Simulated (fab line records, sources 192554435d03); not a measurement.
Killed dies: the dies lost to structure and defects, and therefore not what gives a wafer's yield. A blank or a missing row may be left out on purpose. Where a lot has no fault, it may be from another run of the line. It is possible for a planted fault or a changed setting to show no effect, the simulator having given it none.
A struck lot beside a sound one    flow n5_finfet    16 out of 1938 route steps
Sound: the wafers L463.3, L463.4, L463.6. Struck: wafer L467.3 (left out: L467.1, a lot-mate that was not struck); the cause follows at the end.
At each step with rows: each side's tool, then ch and its chambers, then its first start. Under that, the readings that differ: sound wafers    struck wafers    difference of the means    sigmas: that difference in standard deviations of wafers without a fault.
alike: readings with means less than 2 such deviations apart, plus words and numbers identical on both sides. not compared: withheld readings, readings lacking a value on some wafer, bounds such as >300 that could conceal the same value, and numbers that have no deviation in the record and whose values overlap.
Wherever a step has rows on one side only, a row that says differs or no value, or a row with sigmas, the two part there. Numbers that have no deviation but don't overlap get no sigmas and don't part them. A reading that every wafer of one side lacks parts them only if that side has two wafers or more.

first, 7 steps without rows for these wafers: N5_MIM_BOT_LITHO_COAT_02; N5_MIM_BOT_LITHO_EBR_04; N5_MIM_BOT_LITHO_SOFTBAKE_03 (time 90 s); N5_MIM_BOT_LITHO_EXPOSE_05 (exposes mask MIM BOT); N5_MIM_BOT_LITHO_PEB_06; N5_MIM_BOT_LITHO_DEVELOP_07 (develop time 60 s); N5_MIM_BOT_LITHO_HARDBAKE_09 (time 120 s).
N5_MIM_BOT_LITHO_CD_MEAS_08 targets a cd of 3000 nm.
  sound on cd_sem-02 ch 0, day 13 05:29; struck on cd_sem-01 ch 0, day 14 03:35
  alike: cd_nm
N5_MIM_BOT_LITHO_OVL_MEAS_11:
  sound on overlay-02 ch 0, day 13 05:31; struck on overlay-02 ch 0, day 14 03:37
  alike: MIM_BOT_OVL
N5_MIM_BOT_LITHO_INSPECT_12: inspects for defects (macro).
  sound on defect_inspect-02, day 13 05:32; struck on defect_inspect-02, day 14 03:39
  alike: raw_defect_count
N5_MIM_BOT_LITHO_DESCUM_10: chemistry O2, time 7.9 s.
  sound on rie_diel-01 ch 0,1,2, day 13 05:46; struck on rie_diel-01 ch 2, day 14 03:41
  alike: drypump_motor_current_A, oes_product_au, rf_vpp_V, showerhead_plenum_p_Torr, throttle_valve_pct
  not compared: rf_hours_counter_h
N5_MIM_BOT_ETCH_ETCH_04: etches SiNx in CF4/O2, target depth 26 nm, time 13 s.
  sound on rie_diel-01 ch 0,1,2, day 13 05:50; struck on rie_diel-01 ch 3, day 14 03:45
  alike: bias_w, drypump_motor_current_A, oes_f_703_au, oes_o_777_au, oes_product_au, rf_vpp_V, showerhead_plenum_p_Torr, throttle_valve_pct
  not compared: rf_hours_counter_h
N5_MIM_BOT_ETCH_ETCH_03: etches the open film in Cl2/BCl3, target depth 12 nm.
  sound on rie_metal-02 ch 0,1, day 13 05:56; struck on rie_metal-02 ch 1, day 14 03:50
reading                               sound              struck  difference  sigmas
oes_product_au (a.u.)                 0.77 0.74 0.73     0.94    +0.19       +4
model.etch.depth_nm (nm)              12.24 11.96 11.87  17.33   +5.31       
model.MIM_BOT_ETCH.cd_offset_nm (nm)  -0.6 -0.6 -0.6     -2.4    -1.8        
  alike: bias_w, drypump_motor_current_A, he_backside_leak_sccm, throttle_valve_pct
  not compared: rf_hours_counter_h, model.coat_of_MIM_BOT_LITHO_COAT_02.thk_nm
N5_MIM_BOT_ETCH_ETCH_00: etches TiN in Cl2/BCl3, target depth 45.5 nm.
  sound on rie_metal-02 ch 0,1, day 13 06:02; struck on rie_metal-02 ch 1, day 14 03:55
reading                               sound           struck  difference  sigmas
model.MIM_BOT_ETCH.cd_offset_nm (nm)  -0.8 -0.6 -0.6  -2.6    -1.9        
  alike: bias_w, drypump_motor_current_A, he_backside_leak_sccm, oes_product_au, throttle_valve_pct
  not compared: rf_hours_counter_h, model.coat_of_MIM_BOT_LITHO_COAT_02.thk_nm
N5_MIM_BOT_ETCH_STRIP_01: strips in O2.
  sound on rie_diel-02 ch 0,1,3, day 13 06:09; struck on rie_diel-01 ch 3, day 14 04:11
  alike: drypump_motor_current_A, oes_product_au, rf_vpp_V, showerhead_plenum_p_Torr, throttle_valve_pct
  not compared: rf_hours_counter_h
N5_PASSIVATION_PROBE_49:
  the record has rows for the sound wafers here (prober-02, day 13 13:58) and none for the struck ones

WHERE THEY PART
First at N5_MIM_BOT_ETCH_ETCH_03; last, within this record, at N5_PASSIVATION_PROBE_49.

WHY: the cause the simulator had injected
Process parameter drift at N5_MIM_BOT_ETCH_ETCH_03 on rie_metal-02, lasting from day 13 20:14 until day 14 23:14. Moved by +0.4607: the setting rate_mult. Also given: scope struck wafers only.
